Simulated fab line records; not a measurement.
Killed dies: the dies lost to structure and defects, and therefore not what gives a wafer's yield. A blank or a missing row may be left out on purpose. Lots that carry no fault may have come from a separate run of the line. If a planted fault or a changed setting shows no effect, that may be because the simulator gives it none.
Chamber matching | flow nand-harc | NHARC_A_WL_FILL_ALD_19 on ald-metal-03 has 4 sister chambers
The step deposits TiN, target thk 2 nm, pulse time 3 s, ald cycles 100. 4 wafers are shown with their chamber, then 8 later ones without.

WAFERS WITH THEIR CHAMBER
wafer  | chamber | heater-power-w (W)
L087.2 | 0       | 1108
L088.2 | 2       | 1290
L088.5 | 3       | 841
L094.1 | 1       | 1098

WAFERS WITHOUT THEIR CHAMBER
wafer  | heater-power-w (W)
L094.3 | 1298
L094.5 | 893
L095.3 | 1109
L095.5 | 1104
L095.6 | 857
L097.2 | 873
L097.3 | 1066
L097.5 | 867

THE CHAMBER EACH PASSED THROUGH
wafer  | from the rows above     | in truth
L094.3 | 2                       | 2
L094.5 | 3                       | 3
L095.3 | can't be placed: 0 or 1 | 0
L095.5 | can't be placed: 0 or 1 | 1
L095.6 | 3                       | 3
L097.2 | 3                       | 3
L097.3 | can't be placed: 1 or 0 | 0
L097.5 | 3                       | 3
5 of 8 placed correctly. From these rows, 3 cannot be placed; in 3 the true chamber is one of the candidates. Wrongly placed: 0.
How it was worked out, from the rows above alone: a wafer's distance from a chamber is the root of the sum, over the readings, of the square of ((its reading less the chamber's mean) divided by the reading's scatter). The wafer belongs to the nearest chamber; if the next one is less than 2 further off, it can't be placed. The mean given for a chamber averages the wafers shown for that chamber. The scatter (one wafer shown for each chamber): square how far every hidden wafer sits from the nearest shown wafer, average those squares and take the square root.
